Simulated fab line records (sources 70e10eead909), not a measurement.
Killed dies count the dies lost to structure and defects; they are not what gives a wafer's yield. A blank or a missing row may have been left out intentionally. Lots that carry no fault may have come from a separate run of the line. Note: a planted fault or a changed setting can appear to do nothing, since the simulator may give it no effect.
Struck lot and sound lot, side by side | flow nand-harc | 13 out of 1302 route steps
Sound: these wafers, L267.1, L267.2, L267.4. The struck wafers were L264.1, L264.4, L264.5. At the end, the cause is stated.
Per side, at each step with rows, come the tool, then ch with its chambers, and then its first start. Under that, the readings that differ: sound wafers | struck wafers | difference of the means | sigmas: that difference in standard deviations of wafers without a fault.
alike: words and numbers the same on both sides, and readings whose means are apart by under 2 such deviations; not compared: readings that were withheld, readings missing a value for some wafer, numbers with overlapping values and no deviation given by the record, and bounds like >300 which may hide the same value.
A row with sigmas, a row that says differs or no value, or rows on one side alone: a step with any of these is where the two part. When numbers do not overlap yet have no deviation, they are printed without sigmas and do not part them. A reading missing from all wafers of one side parts the sides only when that side holds two or more wafers.

NHARC_P_CONTACT_CMP_01: polishes SiO2, target thk 200 nm.
  sound on cmp-01 ch 0,1,2, day 9 09:04; struck on cmp-01 ch 2,3, day 7 20:25
  alike: motor-current-A
then, 10 steps without rows for these wafers: NHARC_P_CONTACT_SRD_03; NHARC_P_CONTACT_DEHYDRATE_04 (time 120 s); NHARC_P_CONTACT_HMDS_05 (time 30 s); NHARC_P_CONTACT_COAT_33 (time 75 s); NHARC_P_CONTACT_COAT_34 (time 65 s); NHARC_P_CONTACT_COAT_06 (resist thk 90 nm); NHARC_P_CONTACT_SOFTBAKE_07 (time 55 s); NHARC_P_CONTACT_EBR_08; NHARC_P_CONTACT_EXPOSE_09 (exposes mask P CA, target cd 90 nm); NHARC_P_CONTACT_PEB_10 (peb time 65 s).
NHARC_P_CONTACT_DEVELOP_11: develop time 35 s.
  sound on litho-track-06 ch 0, day 9 09:00; struck on litho-track-06, day 7 21:00
  no value came back on the struck wafers for chill-plate-temp-C (C), develop-time-s (s), exhaust-pa (Pa); on the sound wafers chill-plate-temp-C (C) reads 22.88 22.97 23.00
NHARC_P_CONTACT_CD_MEAS_12: target cd 90 nm.
  sound on cd-sem-03 ch 0, day 9 09:52; struck on cd-sem-03 ch 0, day 7 21:05
  reading    | sound          | struck | difference                    | sigmas
  cd-nm (nm) | 90.5 89.3 89.5 | - - -  | no value on the struck wafers |

== WHERE THEY PART ==
First at NHARC_P_CONTACT_DEVELOP_11; last, within this record, at NHARC_P_CONTACT_CD_MEAS_12.

WHY: what had been put in by the simulator
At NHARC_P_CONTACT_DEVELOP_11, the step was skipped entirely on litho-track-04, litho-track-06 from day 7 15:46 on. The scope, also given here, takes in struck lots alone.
